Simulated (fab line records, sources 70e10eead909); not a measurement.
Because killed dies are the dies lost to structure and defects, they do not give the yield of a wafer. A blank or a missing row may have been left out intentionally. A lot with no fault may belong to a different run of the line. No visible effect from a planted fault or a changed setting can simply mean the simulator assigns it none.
Comparing a struck lot with a sound one + flow nand_harc + 13 out of 1159 route steps
Sound: these wafers, L813.2, L813.3, L813.4. Struck: wafer L818.6 (left out: L818.3, L818.4 of the same lot, which were not struck); the cause appears at the end.
Each step with rows lists, per side, the tool, then ch with its chambers, then its first start. Under that, the readings that differ: sound wafers + struck wafers + difference of the means + sigmas: that difference in standard deviations of wafers without a fault.
alike: readings with means less than 2 such deviations apart, plus words and numbers identical on both sides. not compared: withheld readings, readings lacking a value on some wafer, bounds such as >300 that could conceal the same value, and numbers that have no deviation in the record and whose values overlap.
The two part at a step that has a row with sigmas, a row that says differs or no value, or rows on one side only. Numbers that have no deviation but don't overlap get no sigmas and don't part them. A reading that every wafer of one side lacks parts them only if that side has two wafers or more.

first, 3 steps without rows for these wafers: NHARC_A_STAIRCASE_PEB_07 (peb time 130 s); NHARC_A_STAIRCASE_DEVELOP_08 (time 140 s); NHARC_A_STAIRCASE_HARDBAKE_10 (time 140 s).
NHARC_A_STAIRCASE_DESCUM_11: chemistry O2, time 3 s.
  sound on rie_diel-02 ch 0,1,3, day 14 04:27; struck on rie_diel-10 ch 1, day 15 01:35
| reading                         | sound          | struck | difference | sigmas |
|---------------------------------|----------------|--------|------------|--------|
| rf_vpp_V (V)                    | 57.1 57.3 55.9 | 58.7   | +1.9       | +2     |
| showerhead_plenum_p_Torr (Torr) | 1.82 1.85 1.93 | 2.06   | +0.19      | +2     |
  alike: drypump_motor_current_A, oes_product_au, throttle_valve_pct
  not compared: rf_hours_counter_h
NHARC_A_STAIRCASE_TRIM_12: chemistry O2, time 211.2 s.
  sound on rie_diel-02 ch 1,2,3, day 14 04:43; struck on rie_diel-10 ch 2, day 15 01:40
  alike: drypump_motor_current_A, oes_product_au, rf_vpp_V, showerhead_plenum_p_Torr, throttle_valve_pct
  not compared: rf_hours_counter_h
NHARC_A_STAIRCASE_ETCH_13: etches the open film in C4F8/O2, target depth 100 nm, time 40.5 s.
  sound: rie_diel-02 ch 1,2,3; struck: rie_diel-10 ch 0
  alike: oes_product_au, rf_vpp_V, run_length_s
  not compared: rf_hours_counter_h
then, 1 step without rows for these wafers: NHARC_A_STAIRCASE_TRIM_14 (chemistry O2, time 211.2 s).
NHARC_A_STAIRCASE_ETCH_15: etches the open film in C4F8/O2, target depth 100 nm, time 40.5 s.
  sound: rie_diel-02 ch 0,1,2; struck: rie_diel-10 ch 1
| reading      | sound       | struck | difference | sigmas |
|--------------|-------------|--------|------------|--------|
| rf_vpp_V (V) | 891 895 891 | 906    | +14        | +2     |
  alike: oes_product_au, run_length_s
  not compared: rf_hours_counter_h
then, 2 steps without rows for these wafers: NHARC_A_STAIRCASE_TRIM_16 (chemistry O2, time 211.2 s); NHARC_A_STAIRCASE_ETCH_17 (etches the open film in C4F8/O2, target depth 100 nm, time 40.5 s).
NHARC_A_STAIRCASE_TRIM_18: chemistry O2, time 211.2 s.
  sound: rie_diel-02 ch 0,1,2; struck: rie_diel-10 ch 2
| reading                     | sound       | struck | difference | sigmas |
|-----------------------------|-------------|--------|------------|--------|
| drypump_motor_current_A (A) | 5.2 6.1 5.4 | 6.4    | +0.8       | +2     |
  alike: oes_product_au, rf_vpp_V, showerhead_plenum_p_Torr, throttle_valve_pct
  not compared: rf_hours_counter_h
NHARC_A_STAIRCASE_ETCH_19: etches the open film in C4F8/O2, target depth 100 nm, time 40.5 s.
  sound on rie_diel-02 ch 1,2,3, day 14 07:40; struck on rie_diel-10 ch 3, day 15 02:43
| reading          | sound          | struck | difference | sigmas |
|------------------|----------------|--------|------------|--------|
| run_length_s (s) | 61.9 61.2 61.0 | 54.7   | -6.7       | -15    |
  alike: oes_product_au, rf_vpp_V
  not compared: rf_hours_counter_h
-- break in the record here, with 9 days between the starts of the struck wafers on either side (left off in module A_STAIRCASE, picked up again in module END, where the first step shown is number 1159 on the route) --
NHARC_END_SORT_01:
  only the struck wafers appear in the record here, on prober-01 ch 0 at day 23 21:36; the sound ones have no rows

WHERE THEY PART
Last at NHARC_END_SORT_01 as far as this record goes, first at NHARC_A_STAIRCASE_DESCUM_11.

WHY: what had been put in by the simulator
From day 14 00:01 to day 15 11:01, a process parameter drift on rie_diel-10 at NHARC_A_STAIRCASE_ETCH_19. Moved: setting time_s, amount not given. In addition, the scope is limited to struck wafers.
